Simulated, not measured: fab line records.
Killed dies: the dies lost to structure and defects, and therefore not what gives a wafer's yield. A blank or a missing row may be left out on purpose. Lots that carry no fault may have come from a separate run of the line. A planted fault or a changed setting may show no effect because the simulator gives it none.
fab line records	flow n5_finfet
record: lots: 24	wafers: 72	last_day: 17
route steps=1938 shown GATE_CUT@514 MOL_CONTACT_COAG@527
lots untouched by any fault: they come from a run of this same line in which no faults occurred
start_h: hours from the record's opening day to when the first of the lot's shown wafers began	wait_h: hours since the lot's step before	" as in the row above	L1.1+2: a single row standing in for several wafers	- no value, or no start given	* or withheld: withheld	< > ~ a bound
route shown NAME@n: a module of which the file shows steps, and the number in the route of the first	usual: mean/standard deviation taken from wafers without a fault	same: alike in all rows	chamber/n: place in a boat	sites: readings site by site	_std_site: how widely they spread, as a standard deviation	_edge_site: inner sites' mean taken away from outer sites' mean	radius_mm: for every site, how far away it sits from the centre of the wafer	mask NAME#n: copy n	behind: the most recent tool/chamber to have shaped the wafer	hold: reason for holding the lot/hours on hold/outcome of the hold	device: names the non-switching transistor (n, p or np)	end of line: the tests these same wafers got at the end of their route	a step given without rows: its recipe and nothing more	killed: dies lost to structure and defects at the first sort, not the wafer's yield	map: shows each die of a wafer: x if killed, . if not, _ if none is there
set.NAME: the setting as run; set.NAME@STEP: as run at that earlier step	model.NAME: the simulator's own value behind a step, which no gauge read
a sample of lots followed through the steps of the route, with each step as a table and each wafer as a row
services: a tool's chamber out of use, with start hour (start_h, from the record's first day; less than 0 if before it), hours out, and reason
== steps ==
step: N5_GATE_CUT_CMP_61
recipe: stop_on: SiNx	t_overpolish_s: 3	post_cmp_clean: alkaline_brush	down_force_psi: 4	platen_rpm: 27.09	pad_velocity_m_s: 0.539
usual: head_pressure_psi: 3.999/0.0084	motor_current_A: 11.9/1.2
lot.wafer	tool	chamber	start_h	wait_h	head_pressure_psi	motor_current_A
L074.2	cmp-03	2	88.10	0.4	3.991	12.4
L074.3	"	3	"	"	4.006	11.4
L074.4	"	0	"	"	4.002	10.3
L075.3	cmp-04	3	92.82	0.4	4.011	15.2
L075.6	"	3	"	"	3.999	13.9
L075.5	"	0	"	"	3.994	12.0
L076.2	cmp-04	0	98.16	0.4	3.998	11.7
L076.6	"	0	"	"	3.998	11.2
L076.5	"	1	"	"	4.003	12.4
L077.2	cmp-02	1	105.81	0.3	3.987	10.2
L077.5	"	0	"	"	4.006	11.6
L077.6	"	1	"	"	3.996	9.8
L078.1	cmp-02	2	113.45	0.4	4.019	11.2
L078.3	"	0	"	"	4.010	12.5
L078.6	"	2	"	"	3.988	10.9
L079.3	cmp-04	0	116.76	0.4	3.993	12.3
L079.6	"	0	"	"	4.013	11.8
L079.5	"	1	"	"	3.989	12.7
L080.1	cmp-04	3	122.71	0.4	4.006	14.0
L080.4	"	2	"	"	3.999	12.2
L080.5	"	0	"	"	3.994	11.6
L081.4	cmp-04	1	130.89	0.4	3.986	12.5
L081.2	"	0	"	"	4.002	11.5
L081.6	"	1	"	"	4.017	11.7
L082.1	cmp-04	1	132.97	0.4	3.992	12.7
L082.4	"	2	"	"	4.015	11.2
L082.2	"	3	"	"	4.001	13.6
L083.4	cmp-04	3	140.54	0.2	4.002	14.3
L083.6	"	0	"	"	4.004	11.4
L083.5	"	1	"	"	4.004	12.1
L084.4	cmp-02	0	146.82	0.3	4.006	11.9
L084.3	"	2	"	"	3.992	11.3
L084.5	"	3	"	"	3.994	13.6
L085.3	cmp-03	2	154.33	0.4	3.991	12.8
L085.2	"	1	"	"	3.998	10.7
L085.6	"	3	"	"	3.999	11.4
L086.2	cmp-04	2	160.59	0.4	3.997	11.9
L086.1	"	3	"	"	4.001	14.2
L086.4	"	0	"	"	3.995	12.3
L087.2	cmp-03	3	164.41	0.4	3.992	11.7
L087.3	"	2	"	"	4.014	12.7
L087.6	"	0	"	"	4.009	9.8
L088.2	cmp-02	3	171.43	0.3	3.996	12.4
L088.4	"	0	"	"	4.006	12.4
L088.1	"	1	"	"	3.994	9.7
L090.1	cmp-02	1	179.76	0.4	4.021	9.4
L090.4	"	2	"	"	4.004	10.4
L090.6	"	2	"	"	4.008	10.6
L091.1	cmp-04	1	187.35	0.4	4.003	12.6
L091.3	"	3	"	"	3.993	13.8
L091.4	"	0	"	"	4.007	12.0
L089.4	cmp-03	0	187.63	6.8	4.011	10.0
L089.1	"	2	"	"	4.000	12.5
L089.6	"	0	"	"	4.006	9.9
L092.4	cmp-04	0	196.03	0.4	4.000	11.8
L092.2	"	2	"	"	4.004	11.1
L092.6	"	0	"	"	3.998	11.3
L093.1	cmp-03	0	201.48	0.2	4.005	10.5
L093.6	"	1	"	"	4.005	10.4
L093.5	"	2	"	"	4.000	13.1
L094.3	cmp-04	0	205.90	0.4	4.004	12.2
L094.2	"	2	"	"	3.993	10.7
L094.5	"	1	"	"	4.006	12.4
L095.1	cmp-02	3	211.59	0.3	4.013	12.8
L095.2	"	0	"	"	4.004	11.9
L095.4	"	1	"	"	3.994	10.2
L096.2	cmp-04	0	218.88	0.4	3.993	12.2
L096.4	"	1	"	"	3.989	12.2
L096.3	"	2	"	"	3.999	11.4
L097.3	cmp-02	1	225.21	0.3	4.010	9.9
L097.2	"	2	"	"	3.995	11.2
L097.6	"	0	"	"	3.985	12.3
step: N5_MOL_CONTACT_COAG_OVL_MEAS_09
recipe: points_per_wafer: 522
usual: CA_OVL: -0.2/0.6
lot.wafer	tool	chamber	start_h	wait_h	CA_OVL[nm]
L074.2	overlay-02	0	88.80	0.0	-0.6
L074.3	"	0	"	"	-0.2
L074.4	"	0	"	"	-0.7
L075.3	overlay-02	0	93.39	0.0	0.0
L075.5	"	0	"	"	-0.5
L075.6	"	0	"	"	-0.1
L076.2	overlay-01	0	98.85	0.0	-0.9
L076.5	"	0	"	"	-0.8
L076.6	"	0	"	"	0.4
L077.2	overlay-01	0	106.34	0.0	-0.3
L077.5	"	0	"	"	0.0
L077.6	"	0	"	"	0.0
L078.1	overlay-02	0	114.01	0.0	0.0
L078.3	"	0	"	"	0.3
L078.6	"	0	"	"	-0.6
L079.3	overlay-02	0	117.45	0.0	0.6
L079.5	"	0	"	"	1.2
L079.6	"	0	"	"	0.9
L080.1	overlay-01	0	123.39	0.0	-0.8
L080.4	"	0	"	"	0.4
L080.5	"	0	"	"	-0.9
L081.2	overlay-02	0	131.47	0.0	0.5
L081.4	"	0	"	"	0.5
L081.6	"	0	"	"	0.0
L082.1	overlay-01	0	133.53	0.0	0.6
L082.2	"	0	"	"	-1.4
L082.4	"	0	"	"	-1.0
L083.4	overlay-01	0	141.03	0.0	-0.4
L083.5	"	0	"	"	-1.7
L083.6	"	0	"	"	-0.9
L084.3	overlay-02	0	147.48	0.0	0.2
L084.4	"	0	"	"	-0.1
L084.5	"	0	"	"	-0.7
L085.2	overlay-02	0	155.02	0.0	-0.3
L085.3	"	0	"	"	0.7
L085.6	"	0	"	"	-0.4
L086.1	overlay-01	0	161.15	0.0	0.1
L086.2	"	0	"	"	0.9
L086.4	"	0	"	"	0.0
L087.2	overlay-02	0	165.10	0.0	-1.0
L087.3	"	0	"	"	-0.8
L087.6	"	0	"	"	-0.4
L088.1	overlay-01	0	172.08	0.0	-1.1
L088.2	"	0	"	"	-1.0
L088.4	"	0	"	"	0.4
L090.1	overlay-02	0	180.44	0.0	-0.4
L090.4	"	0	"	"	-1.6
L090.6	"	0	"	"	-0.8
L091.1	overlay-01	0	187.91	0.0	-0.5
L091.3	"	0	"	"	-0.8
L091.4	"	0	"	"	-0.9
L089.1	overlay-01	0	188.32	0.0	0.9
L089.4	"	0	"	"	0.2
L089.6	"	0	"	"	0.9
L092.2	overlay-01	0	196.59	0.0	0.1
L092.4	"	0	"	"	0.5
L092.6	"	0	"	"	0.5
L093.1	overlay-01	0	202.07	0.0	-0.2
L093.5	"	0	"	"	-0.5
L093.6	"	0	"	"	0.1
L094.2	overlay-01	0	206.61	0.0	0.2
L094.3	"	0	"	"	-0.1
L094.5	"	0	"	"	0.3
L095.1	overlay-01	0	212.28	0.0	-0.4
L095.2	"	0	"	"	0.9
L095.4	"	0	"	"	-0.5
L096.2	overlay-01	0	219.45	0.0	-0.2
L096.3	"	0	"	"	0.3
L096.4	"	0	"	"	-0.8
L097.2	overlay-01	0	225.71	0.0	-0.6
L097.3	"	0	"	"	-0.8
L097.6	"	0	"	"	0.2
step: N5_MOL_CONTACT_COAG_INSPECT_10
recipe: mode: adi	inspect_instrument: brightfield
usual: raw_defect_count: 66/26
lot.wafer	tool	chamber	start_h	wait_h	raw_defect_count
L074.2	defect_inspect-02	-	88.85	0.0	170
L074.3	"	-	"	"	97
L074.4	"	-	"	"	140
L075.3	defect_inspect-02	-	93.44	0.0	45
L075.5	"	-	"	"	45
L075.6	"	-	"	"	59
L076.2	defect_inspect-02	-	98.90	0.0	41
L076.5	"	-	"	"	64
L076.6	"	-	"	"	62
L077.2	defect_inspect-02	-	106.40	0.0	60
L077.5	"	-	"	"	106
L077.6	"	-	"	"	57
L078.1	defect_inspect-02	-	114.07	0.1	76
L078.3	"	-	"	"	60
L078.6	"	-	"	"	70
L079.3	defect_inspect-02	-	117.50	0.0	56
L079.5	"	-	"	"	48
L079.6	"	-	"	"	48
L080.1	defect_inspect-01	-	123.45	0.1	65
L080.4	"	-	"	"	58
L080.5	"	-	"	"	80
L081.2	defect_inspect-01	-	131.52	0.0	50
L081.4	"	-	"	"	48
L081.6	"	-	"	"	80
L082.1	defect_inspect-02	-	133.58	0.1	69
L082.2	"	-	"	"	82
L082.4	"	-	"	"	36
L083.4	defect_inspect-01	-	141.07	0.0	54
L083.5	"	-	"	"	65
L083.6	"	-	"	"	55
L084.3	defect_inspect-02	-	147.53	0.0	66
L084.4	"	-	"	"	70
L084.5	"	-	"	"	60
L085.2	defect_inspect-02	-	155.08	0.0	67
L085.3	"	-	"	"	67
L085.6	"	-	"	"	57
L086.1	defect_inspect-01	-	161.21	0.1	47
L086.2	"	-	"	"	20
L086.4	"	-	"	"	62
L087.2	defect_inspect-01	-	165.15	0.0	46
L087.3	"	-	"	"	63
L087.6	"	-	"	"	41
L088.1	defect_inspect-02	-	172.14	0.1	98
L088.2	"	-	"	"	100
L088.4	"	-	"	"	77
L090.1	defect_inspect-02	-	180.50	0.1	97
L090.4	"	-	"	"	114
L090.6	"	-	"	"	104
L091.1	defect_inspect-02	-	187.97	0.1	31
L091.3	"	-	"	"	58
L091.4	"	-	"	"	108
L089.1	defect_inspect-02	-	188.39	0.1	40
L089.4	"	-	"	"	47
L089.6	"	-	"	"	56
L092.2	defect_inspect-01	-	196.65	0.0	50
L092.4	"	-	"	"	54
L092.6	"	-	"	"	77
L093.1	defect_inspect-02	-	202.13	0.1	57
L093.5	"	-	"	"	42
L093.6	"	-	"	"	105
L094.2	defect_inspect-02	-	206.66	0.0	57
L094.3	"	-	"	"	77
L094.5	"	-	"	"	76
L095.1	defect_inspect-01	-	212.34	0.1	50
L095.2	"	-	"	"	55
L095.4	"	-	"	"	74
L096.2	defect_inspect-02	-	219.50	0.0	61
L096.3	"	-	"	"	59
L096.4	"	-	"	"	135
L097.2	defect_inspect-02	-	225.77	0.0	36
L097.3	"	-	"	"	55
L097.6	"	-	"	"	46
step: N5_MOL_CONTACT_COAG_ALD_27
recipe: material: SiOC	target_thk_a: 170	temp_c: 400	ald_precursor_family: carbosiloxane	ald_co_reactant: H2-plasma	pulse_time_s: 1.5	time_s: 2720	purge_time_s: 2	co_reactant_purge_time_s: 2	ald_cycles: 340	pressure_torr: 2
usual: heater_power_w: 837/110	precursor_pulse_height_rel: 1.000/0.021
lot.wafer	tool	chamber	start_h	wait_h	heater_power_w	precursor_pulse_height_rel
L074.2	ald_sin-04	0	96.13	0.0	913	0.993
L074.3	"	2	"	"	880	0.988
L074.4	"	1	"	"	696	0.998
L075.3	ald_sin-04	2	99.56	0.0	879	0.984
L075.5	"	1	"	"	713	1.027
L075.6	"	0	"	"	872	0.985
L076.2	ald_sin-01	3	105.59	0.0	722	0.991
L076.5	"	1	"	"	818	0.998
L076.6	"	2	"	"	673	0.976
L077.2	ald_sin-01	2	111.71	0.0	683	1.019
L077.5	"	0	"	"	874	1.003
L077.6	"	3	"	"	756	0.988
L078.1	ald_sin-01	1	122.05	0.0	829	1.039
L078.3	"	0	"	"	889	0.985
L078.6	"	0	"	"	872	0.983
L079.3	ald_sin-03	0	125.36	0.0	1018	1.009
L079.5	"	1	"	"	910	1.023
L079.6	"	2	"	"	903	0.992
L080.1	ald_sin-03	0	128.70	0.0	1022	1.007
L080.4	"	2	"	"	895	1.022
L080.5	"	2	"	"	912	0.998
L081.2	ald_sin-03	2	137.81	0.0	924	1.029
L081.4	"	0	"	"	1051	1.025
L081.6	"	0	"	"	1027	1.019
L082.1	ald_sin-04	2	142.17	0.4	892	0.970
L082.2	"	1	"	"	697	0.983
L082.4	"	0	"	"	872	0.970
L083.4	ald_sin-01	2	146.05	0.0	669	1.026
L083.5	"	1	"	"	835	1.010
L083.6	"	2	"	"	668	1.002
L084.3	ald_sin-01	3	153.27	0.1	741	1.022
L084.4	"	1	"	"	810	1.031
L084.5	"	1	"	"	814	0.978
L085.2	ald_sin-03	3	163.25	0.0	945	0.994
L085.3	"	0	"	"	1030	0.985
L085.6	"	0	"	"	1064	0.999
L086.1	ald_sin-01	0	168.44	0.0	865	0.966
L086.2	"	1	"	"	811	0.991
L086.4	"	2	"	"	680	0.992
L087.2	ald_sin-04	3	172.87	0.0	781	0.979
L087.3	"	0	"	"	913	0.972
L087.6	"	3	"	"	774	1.009
L088.1	ald_sin-03	1	179.90	0.0	923	0.975
L088.2	"	3	"	"	946	1.008
L088.4	"	2	"	"	917	1.022
L090.1	ald_sin-01	0	186.06	0.8	905	0.991
L090.4	"	2	"	"	672	0.975
L090.6	"	2	"	"	667	1.004
L091.1	ald_sin-04	2	194.05	0.0	864	1.027
L091.3	"	3	"	"	751	0.982
L091.4	"	1	"	"	691	1.008
L089.1	ald_sin-03	1	195.12	0.0	931	1.014
L089.4	"	2	"	"	904	0.971
L089.6	"	2	"	"	905	1.027
L092.2	ald_sin-03	3	205.02	0.0	957	0.983
L092.4	"	0	"	"	1016	0.989
L092.6	"	0	"	"	1067	0.967
L093.1	ald_sin-01	3	209.69	0.0	732	0.966
L093.5	"	2	"	"	692	1.009
L093.6	"	3	"	"	738	1.019
L094.2	ald_sin-01	2	214.34	1.4	674	0.990
L094.3	"	1	"	"	817	0.973
L094.5	"	3	"	"	718	1.022
L095.1	ald_sin-04	1	219.01	0.0	703	0.994
L095.2	"	0	"	"	918	0.990
L095.4	"	3	"	"	735	1.039
L096.2	ald_sin-01	2	226.39	0.0	692	0.988
L096.3	"	3	"	"	750	0.983
L096.4	"	1	"	"	817	0.988
L097.2	ald_sin-04	3	232.18	0.4	774	0.984
L097.3	"	2	"	"	895	0.989
L097.6	"	2	"	"	911	0.986
step: N5_MOL_CONTACT_COAG_CD_MEAS_40
recipe: target_cd_nm: 25.1	landing_energy_ev: 500	detector: se_inlens	polarity: opening
usual: cd_nm: 25.26/0.26
lot.wafer	tool	chamber	start_h	wait_h	cd_nm
L074.2	cd_sem-03	0	100.51	-	25.12
L074.3	"	0	"	"	25.22
L074.4	"	0	"	"	25.28
L075.3	cd_sem-02	0	103.86	-	25.45
L075.5	"	0	"	"	25.42
L075.6	"	0	"	"	25.42
L076.2	cd_sem-02	0	110.27	-	25.44
L076.5	"	0	"	"	25.49
L076.6	"	0	"	"	25.17
L077.2	cd_sem-02	0	116.09	-	25.26
L077.5	"	0	"	"	25.26
L077.6	"	0	"	"	25.66
L078.1	cd_sem-02	0	126.33	-	25.27
L078.3	"	0	"	"	25.28
L078.6	"	0	"	"	25.02
L079.3	cd_sem-02	0	129.43	-	25.01
L079.5	"	0	"	"	25.48
L079.6	"	0	"	"	25.10
L080.1	cd_sem-02	0	133.03	-	25.52
L080.4	"	0	"	"	25.01
L080.5	"	0	"	"	25.25
L081.2	cd_sem-02	0	142.53	-	25.39
L081.4	"	0	"	"	25.25
L081.6	"	0	"	"	25.32
L082.1	cd_sem-02	0	146.16	-	25.67
L082.2	"	0	"	"	25.26
L082.4	"	0	"	"	24.99
L083.4	cd_sem-02	0	150.04	-	25.02
L083.5	"	0	"	"	24.89
L083.6	"	0	"	"	24.66
L084.3	cd_sem-02	0	157.89	-	25.67
L084.4	"	0	"	"	25.11
L084.5	"	0	"	"	24.69
L085.2	cd_sem-03	0	167.49	-	25.24
L085.3	"	0	"	"	25.10
L085.6	"	0	"	"	25.42
L086.1	cd_sem-02	0	172.95	-	25.32
L086.2	"	0	"	"	25.28
L086.4	"	0	"	"	25.22
L087.2	cd_sem-02	0	177.23	-	25.38
L087.3	"	0	"	"	25.22
L087.6	"	0	"	"	25.16
L088.1	cd_sem-02	0	185.65	-	25.40
L088.2	"	0	"	"	25.33
L088.4	"	0	"	"	25.62
L090.1	cd_sem-02	0	190.51	-	25.06
L090.4	"	0	"	"	25.35
L090.6	"	0	"	"	25.02
L091.1	cd_sem-02	0	198.49	-	24.93
L091.3	"	0	"	"	24.84
L091.4	"	0	"	"	24.92
L089.1	cd_sem-01	0	199.13	-	25.24
L089.4	"	0	"	"	25.48
L089.6	"	0	"	"	25.39
L092.2	cd_sem-02	0	209.03	-	25.29
L092.4	"	0	"	"	25.30
L092.6	"	0	"	"	25.28
L093.1	cd_sem-01	0	215.25	-	25.28
L093.5	"	0	"	"	24.93
L093.6	"	0	"	"	25.44
L094.2	cd_sem-02	0	219.12	-	24.94
L094.3	"	0	"	"	25.05
L094.5	"	0	"	"	25.09
L095.1	cd_sem-02	0	223.13	-	25.42
L095.2	"	0	"	"	25.31
L095.4	"	0	"	"	25.19
L096.2	cd_sem-01	0	230.61	-	25.43
L096.3	"	0	"	"	25.54
L096.4	"	0	"	"	25.33
L097.2	cd_sem-03	0	236.17	-	25.18
L097.3	"	0	"	"	25.40
L097.6	"	0	"	"	25.18
step: N5_MOL_CONTACT_COAG_ETCHBACK_134
recipe: chemistry: CHF3	target: SiO2	target_depth_a: 100	time_s: 6.7	ion_energy_ev: 200	pressure_mtorr: 30	source_w: 610	bias_w: 170	Ar_flow_sccm: 200	CHF3_flow_sccm: 50
usual: chamber_pressure_mTorr: 29.999/0.028	drypump_motor_current_A: 5.7/0.39	mfc_ar_sccm: 200.0/0.63	oes_product_au: 0.76/0.083	rf_vpp_V: 521/7.9	showerhead_plenum_p_Torr: 2.38/0.067	throttle_valve_pct: 18.93/0.24
lot.wafer	tool	chamber	start_h	wait_h	chamber_pressure_mTorr	drypump_motor_current_A	mfc_ar_sccm	oes_product_au	rf_hours_counter_h	rf_vpp_V	showerhead_plenum_p_Torr	throttle_valve_pct
L074.2	rie_diel-04	2	100.99	0.1	30.014	6.4	201.1	0.75	156	522	2.28	18.65
L074.3	"	1	"	"	29.991	5.4	200.3	0.94	26	528	2.42	18.66
L074.4	"	3	"	"	30.002	5.6	200.0	0.74	175	533	2.38	19.04
L075.3	rie_diel-04	0	104.39	0.1	30.015	6.2	199.9	0.82	80	524	2.32	18.68
L075.5	"	3	"	"	30.024	5.7	200.3	0.75	-	534	2.38	19.04
L075.6	"	0	"	"	29.990	6.2	199.2	0.81	-	525	2.32	18.70
L076.2	rie_diel-06	3	110.70	0.1	29.975	5.9	200.4	0.70	218	520	2.37	19.40
L076.5	"	0	"	"	29.993	6.0	199.8	0.68	-	516	2.44	18.85
L076.6	"	3	"	"	30.013	5.9	200.7	0.70	-	523	2.37	19.39
L077.2	rie_diel-06	2	116.64	0.1	29.960	5.3	200.2	0.75	184	518	2.30	19.03
L077.5	"	0	"	"	29.982	5.9	199.6	0.68	-	517	2.43	18.86
L077.6	"	3	"	"	30.019	5.9	200.2	0.70	-	523	2.37	19.39
L078.1	rie_diel-04	2	126.93	0.2	29.999	6.3	197.9	0.74	167	520	2.28	18.67
L078.3	"	1	"	"	30.030	5.4	200.0	0.92	37	526	2.41	18.68
L078.6	"	1	"	"	29.990	5.4	201.5	0.91	-	528	2.41	18.68
L079.3	rie_diel-04	2	129.86	0.1	30.029	6.4	199.4	0.75	168	522	2.28	18.65
L079.5	"	1	"	"	29.946	5.4	199.3	0.92	-	528	2.41	18.68
L079.6	"	2	"	"	29.998	6.4	200.0	0.74	-	522	2.28	18.67
L080.1	rie_diel-04	1	133.47	0.1	30.003	5.4	200.6	0.90	40	529	2.41	18.68
L080.4	"	0	"	"	29.996	6.1	199.0	0.80	92	525	2.32	18.72
L080.5	"	3	"	"	29.977	5.7	200.5	0.73	-	535	2.38	19.06
L081.2	rie_diel-02	0	143.26	0.1	29.967	5.3	200.1	0.90	29	526	2.44	18.96
L081.4	"	1	"	"	30.015	5.6	199.5	0.72	194	499	2.46	19.02
L081.6	"	0	"	"	30.062	5.3	200.5	0.90	-	525	2.44	18.95
L082.1	rie_diel-04	0	146.79	0.1	30.056	6.1	200.2	0.79	97	525	2.31	18.72
L082.2	"	3	"	"	29.993	5.6	201.2	0.73	188	533	2.38	19.07
L082.4	"	2	"	"	29.996	6.4	200.2	0.74	174	521	2.28	18.67
L083.4	rie_diel-02	0	150.57	0.2	29.989	5.3	200.3	0.89	32	525	2.44	18.95
L083.5	"	1	"	"	30.011	5.6	200.3	0.71	-	500	2.46	19.01
L083.6	"	2	"	"	30.006	5.0	200.2	0.72	-	515	2.38	18.82
L084.3	rie_diel-02	1	158.32	0.1	29.965	5.6	199.4	0.71	200	500	2.46	19.01
L084.4	"	0	"	"	30.018	5.3	200.2	0.89	36	526	2.44	18.97
L084.5	"	2	"	"	30.046	5.0	200.3	0.71	-	518	2.38	18.83
L085.2	rie_diel-04	2	168.08	0.2	29.976	6.4	199.6	0.73	180	523	2.27	18.67
L085.3	"	0	"	"	29.993	6.1	200.1	0.79	104	524	2.31	18.73
L085.6	"	1	"	"	29.999	5.4	199.6	0.89	-	527	2.41	18.70
L086.1	rie_diel-02	3	173.39	0.1	29.995	5.8	199.4	0.86	53	516	2.51	18.64
L086.2	"	2	"	"	29.973	5.0	198.4	0.72	198	516	2.37	18.83
L086.4	"	3	"	"	30.024	5.7	199.7	0.85	-	517	2.51	18.64
L087.2	rie_diel-06	2	178.09	0.1	29.954	5.3	199.8	0.72	212	516	2.29	19.08
L087.3	"	0	"	"	29.985	5.9	199.1	0.66	278	516	2.42	18.91
L087.6	"	2	"	"	30.001	5.3	200.5	0.72	-	517	2.29	19.09
L088.1	rie_diel-06	3	186.18	0.1	30.014	5.9	200.2	0.67	253	522	2.35	19.44
L088.2	"	0	"	"	30.016	5.9	200.1	0.65	282	516	2.42	18.93
L088.4	"	0	"	"	29.993	5.9	200.1	0.66	-	516	2.42	18.92
L090.1	rie_diel-06	2	190.95	0.1	29.973	5.3	200.4	0.73	217	518	2.29	19.10
L090.4	"	3	"	"	29.981	5.9	200.2	0.68	-	523	2.35	19.45
L090.6	"	2	"	"	29.975	5.3	200.2	0.72	-	516	2.29	19.12
L091.1	rie_diel-04	0	198.96	0.1	30.022	6.2	200.3	0.79	114	524	2.31	18.76
L091.3	"	2	"	"	30.028	6.4	200.1	0.73	191	522	2.27	18.71
L091.4	"	3	"	"	29.968	5.7	199.7	0.72	204	534	2.37	19.07
L089.1	rie_diel-06	1	199.98	0.1	30.019	6.1	199.6	0.70	245	520	2.45	19.12
L089.4	"	2	"	"	30.015	5.3	200.6	0.71	-	518	2.28	19.09
L089.6	"	1	"	"	29.986	6.1	199.4	0.69	-	520	2.45	19.12
L092.2	rie_diel-02	0	209.46	0.1	30.020	5.3	201.4	0.85	55	526	2.43	19.00
L092.4	"	1	"	"	30.016	5.6	200.3	0.70	211	498	2.46	19.04
L092.6	"	0	"	"	30.019	5.3	201.1	0.85	-	526	2.43	19.00
L093.1	rie_diel-06	1	215.80	0.1	30.013	6.1	199.6	0.68	252	519	2.45	19.13
L093.5	"	2	"	"	29.993	5.3	199.8	0.72	-	517	2.28	19.10
L093.6	"	1	"	"	30.037	6.1	200.4	0.70	-	519	2.45	19.11
L094.2	rie_diel-02	0	219.67	0.2	30.035	5.3	200.5	0.85	59	526	2.43	19.01
L094.3	"	2	"	"	29.991	5.0	200.0	0.71	213	515	2.37	18.85
L094.5	"	1	"	"	29.957	5.5	198.7	0.70	-	499	2.46	19.03
L095.1	rie_diel-04	3	223.58	0.1	29.915	5.6	201.4	0.71	215	532	2.37	19.10
L095.2	"	0	"	"	29.959	6.1	199.3	0.76	119	523	2.31	18.78
L095.4	"	2	"	"	30.029	6.4	199.2	0.72	200	522	2.27	18.72
L096.2	rie_diel-06	2	231.13	0.1	30.034	5.3	200.0	0.72	234	515	2.28	19.10
L096.3	"	0	"	"	30.016	6.0	200.2	1.01	5	516	2.42	18.46
L096.4	"	2	"	"	29.993	5.2	200.0	0.71	-	518	2.28	19.12
L097.2	rie_diel-02	2	237.41	0.1	30.006	5.0	199.9	0.70	221	517	2.36	18.86
L097.3	"	0	"	"	30.010	5.3	201.3	0.84	66	527	2.43	19.02
L097.6	"	2	"	"	30.005	5.0	200.0	0.70	-	517	2.36	18.87
== services ==
tool	chamber	start_h	hours	kind
rie_diel-02	0	75.70	2.6	repair
ald_sin-01	1	79.30	4.7	repair
ald_sin-01	-	79.79	1.8	repair
cmp-04	-	82.93	3.9	pm
rie_diel-06	2	87.77	25.7	repair
rie_diel-06	1	88.98	2.9	repair
rie_diel-02	3	89.46	1.7	repair
cmp-04	-	99.77	4.0	pm
rie_diel-06	1	102.88	93.9	repair
rie_diel-04	3	109.30	9.0	repair
ald_sin-04	-	115.50	6.1	pm
cmp-02	-	134.22	4.5	pm
ald_sin-01	2	137.36	3.6	repair
ald_sin-03	0	150.53	8.9	repair
rie_diel-02	1	162.23	15.8	repair
cmp-04	-	170.48	3.3	repair
ald_sin-04	-	177.17	14.0	pm
cmp-04	-	187.98	1.9	repair
cmp-02	-	188.39	11.7	pm
rie_diel-02	-	192.75	0.2	repair
cmp-02	-	200.59	4.0	pm
rie_diel-04	0	208.52	8.1	repair
rie_diel-06	-	224.00	4.3	pm
ald_sin-04	2	230.19	1.8	repair
== key ==
fault none
